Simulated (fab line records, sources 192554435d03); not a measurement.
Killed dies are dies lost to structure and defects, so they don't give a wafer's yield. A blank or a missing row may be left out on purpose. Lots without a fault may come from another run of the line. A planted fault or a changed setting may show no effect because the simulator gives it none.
Split-lot experiment | flow n5_finfet | 7 lots, 21 wafers read, on a route of 1938 steps

THE SPLIT
At N5_BEOL_M5_COAT_65 (time 60 s, resist thk 60 nm), the setting spin_rpm was moved away from the recipe's 1500 rpm on 8 of the 21 wafers read, by -6.1% to +6.7%. The other wafers ran this setting at the recipe's value.

The reading is taken at the split's own step.

THE READING
SOC_of_BEOL_M5_COAT_65.thk_nm (the simulator's own value, which no gauge read), in nm, at N5_BEOL_M5_COAT_65 (time 60 s, resist thk 60 nm). The file gives no usual value for it. The 13 wafers here that ran the recipe average 60.0 nm, standard deviation 0.14 nm.

wafer  | tool, chamber at the split | spin_rpm as run, rpm | against the recipe | SOC_of_BEOL_M5_COAT_65.thk_nm, nm | against lot-mates on the recipe
L078.1 | litho_track-02, 0          | 1500                 | recipe             | 60                                | -
L078.3 | litho_track-02, 0          | 1500                 | recipe             | 60                                | -
L078.4 | litho_track-02, 0          | 1418                 | -5.5%              | 61.6                              | +1.6
L081.1 | litho_track-04, 0          | 1500                 | recipe             | 60.4                              | -
L081.2 | litho_track-04, 0          | 1500                 | recipe             | 60                                | -
L081.6 | litho_track-04, 0          | 1500                 | recipe             | 60                                | -
L083.1 | litho_track-03, 0          | 1597                 | +6.5%              | 58.2                              | no lot-mate on the recipe
L083.2 | litho_track-03, 0          | 1597                 | +6.5%              | 58                                | no lot-mate on the recipe
L083.6 | litho_track-03, 0          | 1597                 | +6.5%              | 58                                | no lot-mate on the recipe
L084.1 | litho_track-03, 0          | 1500                 | recipe             | 59.8                              | -
L084.5 | litho_track-03, 0          | 1500                 | recipe             | 60                                | -
L084.6 | litho_track-03, 0          | 1500                 | recipe             | 60                                | -
L086.2 | litho_track-03, 0          | 1600                 | +6.7%              | 58.4                              | -1.6
L086.4 | litho_track-03, 0          | 1600                 | +6.7%              | 58.2                              | -1.8
L086.6 | litho_track-03, 0          | 1500                 | recipe             | 60                                | -
L087.1 | litho_track-03, 0          | 1408                 | -6.1%              | 61.8                              | +1.8
L087.3 | litho_track-03, 0          | 1500                 | recipe             | 60                                | -
L087.5 | litho_track-03, 0          | 1500                 | recipe             | 60                                | -
L091.1 | litho_track-03, 0          | 1500                 | recipe             | 59.8                              | -
L091.2 | litho_track-03, 0          | 1500                 | recipe             | 60                                | -
L091.5 | litho_track-03, 0          | 1418                 | -5.5%              | 61.4                              | +1.5

THE FIT
A straight line over all 21 wafers: SOC_of_BEOL_M5_COAT_65.thk_nm changes by -0.281 nm for each +1% of spin_rpm; r = -0.99; the points scatter about the line by 0.15 nm.
The same after taking each lot's own level away (the mean of its wafers on the recipe; 18 wafers): -0.271 nm for each +1%; r = -0.99; scatter 0.12 nm.
On that fit, the largest move of spin_rpm shifts the reading by 1.8 nm.
The lots' own levels span 59.90 to 60.13 nm, that is 1.7 times the standard deviation above.
So the lot-to-lot level changes the slope little: the two slopes agree.
Check: with one of the wafers moved furthest among these (+6.7%) left out of the fit, the line predicts -1.86 nm for it against its lot-mates. It came out at -1.6 nm against them.

OTHER SPLITS ON THESE WAFERS
These wafers also went through other splits before the reading. Each is held against what the fit with the lots' levels taken away leaves over:
other split on the same wafers    | wafers away from the commonest value | r with SOC_of_BEOL_M5_COAT_65.thk_nm (lot level and that fit taken away)
N5_BEOL_M1_COAT_05 spin_rpm       | 7                                    | -0.01
N5_BEOL_M1_ETCH_64 source_w       | 5                                    | +0.41
N5_BEOL_M1_COAT_68 spin_rpm       | 9                                    | -0.26
N5_BEOL_M1_ETCH_77 source_w       | 4                                    | -0.02
N5_BEOL_M2_TRENCH_ETCH_37 time_s  | 7                                    | -0.41
N5_BEOL_M2_SPUTTER_86 time_s      | 6                                    | +0.47
N5_BEOL_M5_HM_DEP_02 target_thk_a | 9                                    | -0.09
N5_BEOL_M5_COAT_05 spin_rpm       | 4                                    | -0.06

THE FILE'S OWN FIT
SOC_of_BEOL_M5_COAT_65.thk_nm changes by -0.277 nm for each +1% of spin_rpm, r = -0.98.
